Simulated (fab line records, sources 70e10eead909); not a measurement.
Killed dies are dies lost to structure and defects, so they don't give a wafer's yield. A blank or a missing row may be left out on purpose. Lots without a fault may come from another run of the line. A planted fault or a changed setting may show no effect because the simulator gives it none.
Which tool did it? | flow nand_harc | 12 lots, 36 wafers sampled, at 6 steps of a route of 1302

WHAT THE GAUGES READ, wafer by wafer
NHARC_P_STI_OCD_MEAS_43.
lot  | measured     | on     | trench_depth_nm (nm) | trench_foot_cd_nm (nm)
L100 | day 3 12:07  | ocd-01 | 300 297 301          | 155.4 160.9 158.3
L101 | day 3 18:22  | ocd-02 | 303 295 301          | 156.5 159.2 157.4
L102 | day 4 02:23  | ocd-01 | 299 299 299          | 157.4 163.8 159.1
L103 | day 4 11:37  | ocd-02 | 296 293 296          | 161.5 156.6 161.5
L104 | day 4 23:09  | ocd-02 | 293 306 302          | 159.1 157.6 155.3
L105 | day 5 11:04  | ocd-02 | 297 301 296          | 160.0 158.7 158.3
L106 | day 5 22:34  | ocd-01 | 296 298 299          | 158.4 158.5 154.4
L107 | day 6 06:15  | ocd-02 | 305 288 294          | 158.9 161.0 161.9
L108 | day 6 16:13  | ocd-02 | 305 304 303          | 157.4 155.4 153.6
L112 | day 8 07:19  | ocd-02 | 302 302 303          | 157.8 157.3 159.0
L121 | day 12 02:48 | ocd-02 | 298 300 295          | 153.9 156.6 159.2
L122 | day 12 11:05 | ocd-02 | 302 302 302          | 161.8 163.4 161.0

NHARC_P_GATE_CD_MEAS_11: target cd 1640 nm.
lot  | measured     | on        | cd_nm (nm)
L100 | day 4 22:08  | cd_sem-03 | 1640.3 1639.8 1639.4
L101 | day 5 10:29  | cd_sem-02 | 1638.0 1639.3 1640.4
L102 | day 5 14:44  | cd_sem-02 | 1638.4 1637.0 1639.0
L103 | day 6 02:32  | cd_sem-01 | 1642.2 1639.1 1640.5
L104 | day 6 12:22  | cd_sem-01 | 1637.2 1638.7 1639.8
L105 | day 6 23:23  | cd_sem-01 | 1638.9 1639.4 1640.7
L106 | day 7 15:32  | cd_sem-03 | 1636.0 1637.2 1637.6
L107 | day 7 15:22  | cd_sem-02 | 1641.1 1639.0 1640.0
L108 | day 8 07:07  | cd_sem-01 | 1639.5 1641.4 1638.3
L112 | day 9 23:04  | cd_sem-03 | - - -
L121 | day 14 03:57 | cd_sem-01 | 1639.8 1638.7 1639.0
L122 | day 14 04:07 | cd_sem-03 | 1643.1 1640.5 1639.7

NHARC_END_SORT_01.
lot  | measured     | on        | killed_at_array | killed_at_other | killed_at_periphery | killed_dies | killed_open | killed_short
L112 | day 30 04:50 | prober-02 | 79 88 68        | 1 0 1           | 597 589 608         | 677 677 677 | 1 5 2       | 1 1 3

WHICH TOOL RAN EACH LOT (tool, then ch and the chambers of the sampled wafers, then the start)
lot  | NHARC_P_STI_ETCH_15             | NHARC_P_STI_CMP_21            | NHARC_P_GATE_EXPOSE_08
L100 | rie_si-06 ch 0,1,3, day 3 11:22 | cmp-03 ch 0,1,3, day 4 04:52  | krf_scanner-02 ch 0, day 4 21:59
L101 | rie_si-04 ch 1,2, day 3 17:36   | cmp-03 ch 1,2, day 4 13:31    | krf_scanner-02 ch 0, day 5 10:19
L102 | rie_si-01 ch 1,2, day 4 01:38   | cmp-01 ch 0,1,2, day 4 20:12  | krf_scanner-02 ch 0, day 5 14:35
L103 | rie_si-01 ch 1,3, day 4 10:51   | cmp-02 ch 0,1,2, day 5 10:22  | krf_scanner-03 ch 0, day 6 02:23
L104 | rie_si-06 ch 0,1,3, day 4 22:25 | cmp-03 ch 1,2, day 5 19:57    | krf_scanner-02 ch 0, day 6 12:13
L105 | rie_si-04 ch 0,1,3, day 5 10:19 | cmp-03 ch 1,3, day 6 04:01    | krf_scanner-03 ch 0, day 6 23:14
L106 | rie_si-01 ch 1,2,3, day 5 21:49 | cmp-02 ch 0,3, day 6 23:09    | krf_scanner-02 ch 0, day 7 15:22
L107 | rie_si-06 ch 0,2,3, day 6 05:29 | cmp-03 ch 0,1,3, day 6 23:08  | krf_scanner-04 ch 0, day 7 15:13
L108 | rie_si-04 ch 0,2,3, day 6 15:29 | cmp-03 ch 2,3, day 7 11:41    | krf_scanner-04 ch 0, day 8 06:57
L112 | rie_si-04 ch 0,1, day 8 06:33   | cmp-03 ch 0,1,2, day 9 02:59  | krf_scanner-03 ch 0, day 9 22:55
L121 | rie_si-06 ch 0,3, day 12 02:04  | cmp-01 ch 0,2,3, day 13 10:31 | krf_scanner-02 ch 0, day 14 03:47
L122 | rie_si-06 ch 1,2, day 12 10:19  | cmp-03 ch 1,3, day 13 10:30   | krf_scanner-04 ch 0, day 14 03:57
- NHARC_P_STI_ETCH_15: etches the open film in HBr/Cl2, target depth 300 nm, time 100.1 s.
- NHARC_P_STI_CMP_21: polishes, t overpolish 20 s, target thk 380.67 nm.
- NHARC_P_GATE_EXPOSE_08: exposes mask P HV.

WHAT THE TOOLS THEMSELVES READ (means of the sampled wafers that have a number; where no wafer has one, the mark that the record gives instead)
NHARC_P_STI_ETCH_15.
lot  | tool      | drypump_motor_current_A (A) | oes_product_au (a.u.) | throttle_valve_pct (%)
L100 | rie_si-06 | 5.65                        | 0.997                 | 26.405
L101 | rie_si-04 | 6.07                        | 1.003                 | 26.404
L102 | rie_si-01 | 5.81                        | 0.993                 | 26.395
L103 | rie_si-01 | 5.44                        | 0.986                 | 26.412
L104 | rie_si-06 | 5.63                        | 0.997                 | 26.405
L105 | rie_si-04 | 5.67                        | 0.998                 | 26.390
L106 | rie_si-01 | 5.60                        | 0.997                 | 26.400
L107 | rie_si-06 | 5.73                        | 0.994                 | 26.409
L108 | rie_si-04 | 5.63                        | 1.005                 | 26.412
L112 | rie_si-04 | 5.90                        | 1.006                 | 26.406
L121 | rie_si-06 | 5.72                        | 0.992                 | 26.409
L122 | rie_si-06 | 5.74                        | 1.006                 | 26.404

NHARC_P_STI_CMP_21.
lot  | tool   | motor_current_A (A) | overpolish_run_s (s) | slurry_flow_ml_min
L100 | cmp-03 | 13.0                | 19.993               | 150.6
L101 | cmp-03 | 11.7                | 20.010               | 150.3
L102 | cmp-01 | 12.8                | 19.997               | 150.4
L103 | cmp-02 | 11.6                | 19.995               | 150.5
L104 | cmp-03 | 11.8                | 20.013               | 149.9
L105 | cmp-03 | 12.1                | 19.996               | 149.7
L106 | cmp-02 | 11.4                | 20.001               | 149.8
L107 | cmp-03 | 12.3                | 19.992               | 150.0
L108 | cmp-03 | 11.9                | 20.003               | 150.2
L112 | cmp-03 | 11.5                | 19.999               | 150.0
L121 | cmp-01 | 12.6                | 20.002               | 149.6
L122 | cmp-03 | 12.6                | 20.003               | 149.3

THE ANSWER, worked out from the rows above alone
Rule: what is usual is taken from the lots themselves. Put in order of their means at a reading, lots are off if they are a third of the lots or fewer, leave a main group of 4 or more, and stand apart from it by a gap of 3 or more times the standard deviation of the main group's means; of several such gaps the widest counts. A main group whose means are all the same, to the digits that the tables above print for the reading, isn't used. A lot without any number at a reading at which 4 lots or more have one is off too. The other lots that the step has rows for count as sound. The gauges are gone through in route order, then the tools' own readings, and for those a lot's mean is taken as printed above. The first step at which some lot is off is used, and at that step the reading that is off furthest; a lot without a number counts as furthest.
Off: L112, at NHARC_P_GATE_CD_MEAS_11 (cd_nm). Without a number there: L112. The main group: mean 1639.4 nm, standard deviation 1.1.
A tool fits if, at a process step before that reading, it ran every lot that is off, and no sound lot after the first of them. The gauges at NHARC_P_GATE_CD_MEAS_11 are tried like those tools. Can't be told from this: 2 tools fit, rie_si-04 at NHARC_P_STI_ETCH_15, krf_scanner-03 at NHARC_P_GATE_EXPOSE_08.

WHAT THE SIMULATOR HAD PUT IN
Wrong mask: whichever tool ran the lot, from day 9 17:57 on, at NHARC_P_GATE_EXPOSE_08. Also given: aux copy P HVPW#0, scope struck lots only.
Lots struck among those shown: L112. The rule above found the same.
